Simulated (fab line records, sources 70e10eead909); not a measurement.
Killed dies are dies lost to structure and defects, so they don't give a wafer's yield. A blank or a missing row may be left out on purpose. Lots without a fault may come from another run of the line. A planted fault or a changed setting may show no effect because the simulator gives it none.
Which tool did it? | flow nand_harc | 12 lots, 36 wafers sampled, at 5 steps of a route of 1159

WHAT THE GAUGES READ, wafer by wafer
NHARC_END_SORT_01. Usual: killed_at_array 26, standard deviation 8.4; killed_at_other 0.7, standard deviation 0.97; killed_at_periphery 3.2, standard deviation 2.2; killed_dies 30, standard deviation 8.5; killed_open 3.4, standard deviation 2; killed_short 2, standard deviation 1.3.
lot  | measured     | on        | killed_at_array | killed_at_other | killed_at_periphery | killed_dies | killed_open | killed_short | flag
L849 | day 21 09:55 | prober-01 | 28 19 19        | 1 0 0           | 47 76 53            | 76 95 72    | 2 8 2       | 5 2 4        | OFF
L852 | day 21 17:41 | prober-01 | 16 15 13        | 1 0 0           | 72 55 77            | 89 70 90    | 1 3 2       | 1 2 1        | OFF
L853 | day 22 16:49 | prober-02 | 25 36 23        | 0 0 1           | 5 0 2               | 30 36 26    | 2 2 3       | 1 1 0        |

WHICH TOOL RAN EACH LOT (tool, then ch and the chambers of the sampled wafers, then the start)
lot  | NHARC_P_CONTACT_STRIP_28           | NHARC_HYBRID_BOND_ACTIVATE_00      | NHARC_THIN_TSV_DESCUM_14           | NHARC_THIN_TSV_STRIP_45
L842 | rie_diel-02 ch 0,2,3, day 5 13:49  | rie_diel-12 ch 1,2,3, day 17 20:35 | rie_diel-09 ch 0,2,3, day 18 10:57 | plasma_asher-02 ch 0,1, day 18 11:50
L843 | rie_diel-06 ch 0,1,3, day 5 14:53  | rie_diel-02 ch 0,2,3, day 18 05:44 | rie_diel-01 ch 0,2,3, day 18 20:03 | plasma_asher-02 ch 0,1, day 18 20:55
L849 | rie_diel-06 ch 0,3, day 7 06:55    | rie_diel-03 ch 0,2, day 20 06:11   | rie_diel-01 ch 0,2,3, day 20 19:22 | plasma_asher-01 ch 0,1, day 20 20:19
L852 | rie_diel-06 ch 0,2,3, day 7 19:01  | rie_diel-12 ch 0,2,3, day 20 11:49 | rie_diel-06 ch 2,3, day 21 02:28   | plasma_asher-01 ch 0,1, day 21 03:20
L853 | rie_diel-12 ch 1,2,3, day 8 23:25  | rie_diel-12 ch 0,1,2, day 21 07:34 | rie_diel-06 ch 0,1,3, day 21 20:52 | plasma_asher-01 ch 0,1, day 21 21:48
L854 | rie_diel-12 ch 0,2,3, day 9 03:53  | rie_diel-12 ch 1,2,3, day 21 05:56 | rie_diel-09 ch 0,1,3, day 21 18:29 | plasma_asher-01 ch 0,1, day 21 19:21
L857 | rie_diel-02 ch 1,3, day 9 10:51    | rie_diel-12 ch 0,2,3, day 21 11:31 | rie_diel-09 ch 0,1,3, day 22 00:05 | plasma_asher-02 ch 0,1, day 22 01:00
L860 | rie_diel-12 ch 1,2,3, day 9 19:38  | rie_diel-02 ch 0,1,3, day 21 12:37 | rie_diel-06 ch 1,2,3, day 22 01:11 | plasma_asher-01 ch 0,1, day 22 02:18
L859 | rie_diel-02 ch 0,3, day 9 20:23    | rie_diel-12 ch 0,2, day 22 10:13   | rie_diel-06 ch 0,1, day 22 22:40   | plasma_asher-01 ch 0,1, day 22 23:32
L864 | rie_diel-12 ch 2,3, day 10 23:01   | rie_diel-02 ch 0,1,3, day 23 07:02 | rie_diel-09 ch 1,2, day 23 21:13   | plasma_asher-02 ch 0,1, day 23 22:14
L863 | rie_diel-12 ch 1,2, day 10 23:53   | rie_diel-12 ch 0,1, day 23 19:58   | rie_diel-01 ch 0,1,2, day 24 08:29 | plasma_asher-02 ch 0,1, day 24 09:34
L865 | rie_diel-12 ch 0,1,3, day 11 03:41 | rie_diel-02 ch 0,2, day 23 12:00   | rie_diel-06 ch 1,2,3, day 24 01:02 | plasma_asher-02 ch 0,1, day 24 02:00
- NHARC_P_CONTACT_STRIP_28: strips in O2.
- NHARC_HYBRID_BOND_ACTIVATE_00: chemistry N2, time 60 s.
- NHARC_THIN_TSV_DESCUM_14: chemistry O2, time 3 s.
- NHARC_THIN_TSV_STRIP_45: strips in O2.

WHAT THE TOOLS THEMSELVES READ (means of the sampled wafers that have a number; where no wafer has one, the mark that the record gives instead)
NHARC_P_CONTACT_STRIP_28. Usual: drypump_motor_current_A 5.6 A, standard deviation 0.5; oes_product_au 0.999 a.u., standard deviation 0.011; rf_vpp_V 57.8 V, standard deviation 0.85; showerhead_plenum_p_Torr 3.55 Torr, standard deviation 0.15; throttle_valve_pct 17.036 %, standard deviation 0.0089.
lot  | tool        | drypump_motor_current_A (A) | oes_product_au (a.u.) | rf_vpp_V (V) | showerhead_plenum_p_Torr (Torr) | throttle_valve_pct (%) | flag
L842 | rie_diel-02 | 5.7                         | 1.008                 | 56.9         | 3.46                            | 17.026                 |
L843 | rie_diel-06 | 5.3                         | 0.988                 | 57.6         | 3.52                            | 17.038                 |
L849 | rie_diel-06 | 5.1                         | 0.996                 | 57.9         | 3.46                            | 17.031                 |
L852 | rie_diel-06 | 5.4                         | 1.006                 | 57.5         | 3.57                            | 17.030                 |
L853 | rie_diel-12 | 5.4                         | 1.009                 | 58.5         | 3.45                            | 17.023                 |
L854 | rie_diel-12 | 5.6                         | 1.001                 | 58.2         | 3.54                            | 17.030                 |
L857 | rie_diel-02 | 5.9                         | 1.001                 | 57.9         | 3.52                            | 17.031                 |
L860 | rie_diel-12 | 5.4                         | 0.986                 | 58.3         | 3.45                            | 17.038                 |
L859 | rie_diel-02 | 5.1                         | 1.004                 | 57.9         | 3.68                            | 17.038                 |
L864 | rie_diel-12 | 5.6                         | 0.993                 | 57.8         | 3.49                            | 17.038                 |
L863 | rie_diel-12 | 5.8                         | 0.993                 | 58.1         | 3.55                            | 17.040                 |
L865 | rie_diel-12 | 5.4                         | 1.004                 | 57.1         | 3.50                            | 17.029                 |

NHARC_HYBRID_BOND_ACTIVATE_00. Usual: drypump_motor_current_A 5.6 A, standard deviation 0.57; oes_product_au 1.001 a.u., standard deviation 0.013; rf_vpp_V 64.1 V, standard deviation 0.95; showerhead_plenum_p_Torr 1.78 Torr, standard deviation 0.087.
lot  | tool        | drypump_motor_current_A (A) | oes_product_au (a.u.) | rf_vpp_V (V) | showerhead_plenum_p_Torr (Torr) | flag
L842 | rie_diel-12 | 5.4                         | 1.002                 | 63.7         | 1.72                            |
L843 | rie_diel-02 | 5.7                         | 1.005                 | 64.3         | 1.79                            |
L849 | rie_diel-03 | 5.6                         | 1.016                 | 63.6         | 1.88                            |
L852 | rie_diel-12 | 5.6                         | 1.005                 | 63.3         | 1.77                            |
L853 | rie_diel-12 | 5.8                         | 1.000                 | 64.5         | 1.80                            |
L854 | rie_diel-12 | 5.4                         | 0.996                 | 64.6         | 1.72                            |
L857 | rie_diel-12 | 5.6                         | 1.005                 | 64.1         | 1.77                            |
L860 | rie_diel-02 | 5.7                         | 1.004                 | 64.2         | 1.79                            |
L859 | rie_diel-12 | 6.0                         | 0.999                 | 65.0         | 1.82                            |
L864 | rie_diel-02 | 5.7                         | 1.002                 | 64.4         | 1.79                            |
L863 | rie_diel-12 | 5.6                         | 0.992                 | 64.2         | 1.78                            |
L865 | rie_diel-02 | 5.5                         | 1.017                 | 64.5         | 1.84                            |

NHARC_THIN_TSV_DESCUM_14. Usual: drypump_motor_current_A 5.6 A, standard deviation 0.49; oes_product_au 1.002 a.u., standard deviation 0.016; rf_vpp_V 57.7 V, standard deviation 0.98; showerhead_plenum_p_Torr 1.89 Torr, standard deviation 0.075; throttle_valve_pct 11.311 %, standard deviation 0.0093.
lot  | tool        | drypump_motor_current_A (A) | oes_product_au (a.u.) | rf_vpp_V (V) | showerhead_plenum_p_Torr (Torr) | throttle_valve_pct (%) | flag
L842 | rie_diel-09 | 5.8                         | 0.975                 | 57.5         | 1.83                            | 11.313                 |
L843 | rie_diel-01 | 5.6                         | 1.002                 | 57.5         | 1.90                            | 11.311                 |
L849 | rie_diel-01 | 5.6                         | 1.008                 | 57.6         | 1.90                            | 11.299                 |
L852 | rie_diel-06 | 5.7                         | 1.008                 | 58.3         | 1.99                            | 11.308                 |
L853 | rie_diel-06 | 5.3                         | 1.010                 | 57.6         | 1.90                            | 11.303                 |
L854 | rie_diel-09 | 5.9                         | 1.005                 | 57.2         | 1.82                            | 11.315                 |
L857 | rie_diel-09 | 5.9                         | 1.004                 | 57.7         | 1.82                            | 11.304                 |
L860 | rie_diel-06 | 5.5                         | 1.008                 | 59.3         | 1.95                            | 11.317                 |
L859 | rie_diel-06 | 5.1                         | 1.003                 | 57.9         | 1.87                            | 11.308                 |
L864 | rie_diel-09 | 6.6                         | 0.992                 | 57.2         | 1.81                            | 11.309                 |
L863 | rie_diel-01 | 5.6                         | 0.998                 | 57.6         | 1.86                            | 11.317                 |
L865 | rie_diel-06 | 5.6                         | 1.011                 | 58.1         | 1.95                            | 11.311                 |

NHARC_THIN_TSV_STRIP_45. Usual: drypump_motor_current_A 5.49 A, standard deviation 0.26; heater_power_w 364 W, standard deviation 13.
lot  | tool            | drypump_motor_current_A (A) | heater_power_w (W) | flag
L842 | plasma_asher-02 | 5.39                        | 358                |
L843 | plasma_asher-02 | 5.53                        | 363                |
L849 | plasma_asher-01 | 5.59                        | 366                |
L852 | plasma_asher-01 | 5.59                        | 365                |
L853 | plasma_asher-01 | 5.38                        | 365                |
L854 | plasma_asher-01 | 5.63                        | 365                |
L857 | plasma_asher-02 | 5.39                        | 354                |
L860 | plasma_asher-01 | 5.64                        | 364                |
L859 | plasma_asher-01 | 5.38                        | 367                |
L864 | plasma_asher-02 | 5.52                        | 370                |
L863 | plasma_asher-02 | 5.42                        | 373                |
L865 | plasma_asher-02 | 5.57                        | 374                |

THE ANSWER, worked out from the rows above alone
Rule: a lot is off if the mean of its wafers that have a number lies more than 3 standard deviations from the usual mean. A lot without any number at a reading at which 4 lots or more have one is off too. The other lots that the step has rows for count as sound. The gauges are gone through in route order, then the tools' own readings, and for those a lot's mean is taken as printed above. The first step at which some lot is off is used, and at that step the reading that is off furthest; a lot without a number counts as furthest.
Off: L849, L852, at NHARC_END_SORT_01 (killed_at_periphery). Neither off nor sound, because the step has no rows for them: L842, L843, L854, L857, L860, L859, L864, L863, L865.
A tool fits if, at a process step before that reading, it ran every lot that is off, and no sound lot after the first of them. The gauges at NHARC_END_SORT_01 are tried like those tools. Can't be told from this: 2 tools fit, rie_diel-06 at NHARC_P_CONTACT_STRIP_28, prober-01 at NHARC_END_SORT_01.

WHAT THE SIMULATOR HAD PUT IN
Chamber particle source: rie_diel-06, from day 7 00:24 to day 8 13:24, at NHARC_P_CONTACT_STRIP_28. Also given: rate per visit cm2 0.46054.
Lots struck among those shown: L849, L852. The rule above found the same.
